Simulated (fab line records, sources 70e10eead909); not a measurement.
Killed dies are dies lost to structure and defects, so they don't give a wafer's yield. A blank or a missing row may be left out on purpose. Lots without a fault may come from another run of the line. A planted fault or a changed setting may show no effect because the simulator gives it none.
Chamber matching | flow nand_harc | NHARC_P_M0_DESCUM_14 on rie_diel-03: 4 sister chambers
The step chemistry O2, time 3 s. 14 wafers are shown with their chamber, then 7 later ones without.

WAFERS WITH THEIR CHAMBER
wafer  | chamber | drypump_motor_current_A (A) | rf_vpp_V (V) | throttle_valve_pct (%)
L074.1 | 2       | 6.2                         | 56.5         | 11.308
L074.4 | 1       | 5.3                         | 56.3         | 11.322
L074.6 | 1       | 5.4                         | 57.8         | 11.296
L077.1 | 3       | 5.9                         | 57.9         | 11.306
L077.3 | 1       | 5.4                         | 57.6         | 11.305
L077.6 | 2       | 6.1                         | 58.0         | 11.300
L080.1 | 0       | 5.8                         | 58.7         | 11.319
L080.5 | 3       | 5.9                         | 56.4         | 11.317
L080.6 | 2       | 6.2                         | 56.3         | 11.302
L083.3 | 3       | 5.9                         | 57.3         | 11.316
L083.4 | 2       | 6.1                         | 56.4         | 11.307
L083.5 | 3       | 5.9                         | 57.6         | 11.298
L084.2 | 1       | 5.4                         | 57.9         | 11.307
L084.4 | 3       | 5.9                         | 56.2         | 11.311

SIGNATURES (means of the wafers above)
reading                 | chamber 0 | chamber 1 | chamber 2 | chamber 3 | scatter within a chamber
drypump_motor_current_A | 5.800     | 5.375     | 6.150     | 5.900     | 0.0418
rf_vpp_V                | 58.700    | 57.400    | 56.800    | 57.080    | 0.763
throttle_valve_pct      | 11.31900  | 11.30750  | 11.30425  | 11.30960  | 0.00799
Rule: a wafer's distance from a chamber is the root of the sum, over the readings, of the square of ((its reading less the chamber's mean) divided by the reading's scatter). The wafer belongs to the nearest chamber; if the next one is less than 2 further off, it can't be placed. The scatter: the root of (the sum of the squares of (reading less its chamber's mean) over the shown wafers, divided by (wafers less chambers)).

WAFERS WITHOUT THEIR CHAMBER
wafer  | drypump_motor_current_A (A) | rf_vpp_V (V) | throttle_valve_pct (%)
L084.5 | 5.9                         | 56.6         | 11.318
L095.2 | 5.4                         | 57.3         | 11.310
L095.3 | 5.9                         | 57.6         | 11.320
L095.5 | 5.4                         | 55.9         | 11.308
L096.1 | 5.4                         | 57.9         | 11.317
L096.2 | 5.7                         | 58.0         | 11.308
L096.4 | 5.9                         | 57.6         | 11.307

WHICH CHAMBER EACH WENT THROUGH
wafer  | from the rows above     | in truth
L084.5 | 3                       | 3
L095.2 | 1                       | 1
L095.3 | can't be placed: 3 or 0 | 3
L095.5 | 1                       | 1
L096.1 | 1                       | 1
L096.2 | 0                       | 0
L096.4 | 3                       | 3
Placed correctly: 6 of 7. Can't be placed from these rows: 1 (the true chamber is among the candidates in 1). Placed wrongly: 0.
